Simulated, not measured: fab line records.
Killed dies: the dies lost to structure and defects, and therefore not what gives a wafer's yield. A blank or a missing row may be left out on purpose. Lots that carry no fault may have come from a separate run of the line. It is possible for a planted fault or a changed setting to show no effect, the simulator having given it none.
Which tool is to blame? / flow nandHarc / Sampling: 12 lots, 36 wafers, 2 of 1302 route steps

WHAT THE GAUGES SHOWED, per wafer
NHARC_P_CONTACT_CD_MEAS_12: the cd target is 90 nm.
lot=L074; measured=day 6 10:35; on=cdSem-02; cdNm (nm)=89.6 90.0 89.8
lot=L077; measured=day 7 08:58; on=cdSem-03; cdNm (nm)=89.1 89.9 88.5
lot=L079; measured=day 8 00:59; on=cdSem-02; cdNm (nm)=90.0 90.5 90.1
lot=L081; measured=day 8 16:32; on=cdSem-02; cdNm (nm)=90.0 89.2 89.6
lot=L083; measured=day 9 16:13; on=cdSem-02; cdNm (nm)=89.3 90.3 89.4
lot=L085; measured=day 10 11:31; on=cdSem-03; cdNm (nm)=91.0 91.0 90.7
lot=L087; measured=day 11 21:03; on=cdSem-03; cdNm (nm)=90.4 89.9 88.9
lot=L088; measured=day 12 00:31; on=cdSem-03; cdNm (nm)=89.4 89.6 88.7
lot=L091; measured=day 12 21:22; on=cdSem-03; cdNm (nm)=90.5 91.1 89.1
lot=L093; measured=day 13 16:43; on=cdSem-01; cdNm (nm)=90.7 90.0 90.9
lot=L095; measured=day 14 16:09; on=cdSem-02; cdNm (nm)=90.2 90.2 89.8
lot=L097; measured=day 15 11:39; on=cdSem-03; cdNm (nm)=89.4 88.5 89.4

TOOL THAT RAN EACH LOT (tool first, then ch and the chambers of the sampled wafers, then the start)
lot=L074; NHARC_P_GATE_STRIP_95=plasmaAsher-01 ch 0,1, day 6 07:10
lot=L077; NHARC_P_GATE_STRIP_95=plasmaAsher-02 ch 0,1, day 7 05:30
lot=L079; NHARC_P_GATE_STRIP_95=plasmaAsher-01 ch 0,1, day 7 20:17
lot=L081; NHARC_P_GATE_STRIP_95=plasmaAsher-01 ch 0,1, day 8 13:06
lot=L083; NHARC_P_GATE_STRIP_95=plasmaAsher-02 ch 0,1, day 9 12:45
lot=L085; NHARC_P_GATE_STRIP_95=plasmaAsher-02 ch 0,1, day 10 08:02
lot=L087; NHARC_P_GATE_STRIP_95=plasmaAsher-01 ch 0,1, day 11 17:31
lot=L088; NHARC_P_GATE_STRIP_95=plasmaAsher-02 ch 0,1, day 11 21:07
lot=L091; NHARC_P_GATE_STRIP_95=plasmaAsher-01 ch 0,1, day 12 17:56
lot=L093; NHARC_P_GATE_STRIP_95=plasmaAsher-01 ch 0,1, day 13 13:15
lot=L095; NHARC_P_GATE_STRIP_95=plasmaAsher-01 ch 0,1, day 14 12:47
lot=L097; NHARC_P_GATE_STRIP_95=plasmaAsher-02 ch 1, day 15 08:10
- NHARC_P_GATE_STRIP_95: strips in O2.

THE ANSWER, worked out from the rows above alone
Rule: the usual values come from the lots themselves. Put in order of their means at a reading, lots are off if they are a third of the lots or fewer, leave a main group of 4 or more, and stand apart from it by a gap of 3 or more times the standard deviation of the main group's means; of several such gaps the widest counts. Not used: any main group whose means are identical at the precision the tables above print for the reading. Also off: a lot with no number at a reading for which 4 or more lots have one. Where the step has rows for the other lots, those lots are counted as sound.
No lot is off at any reading shown: from this, nothing can be told.

WHAT THE SIMULATOR HAD PUT IN
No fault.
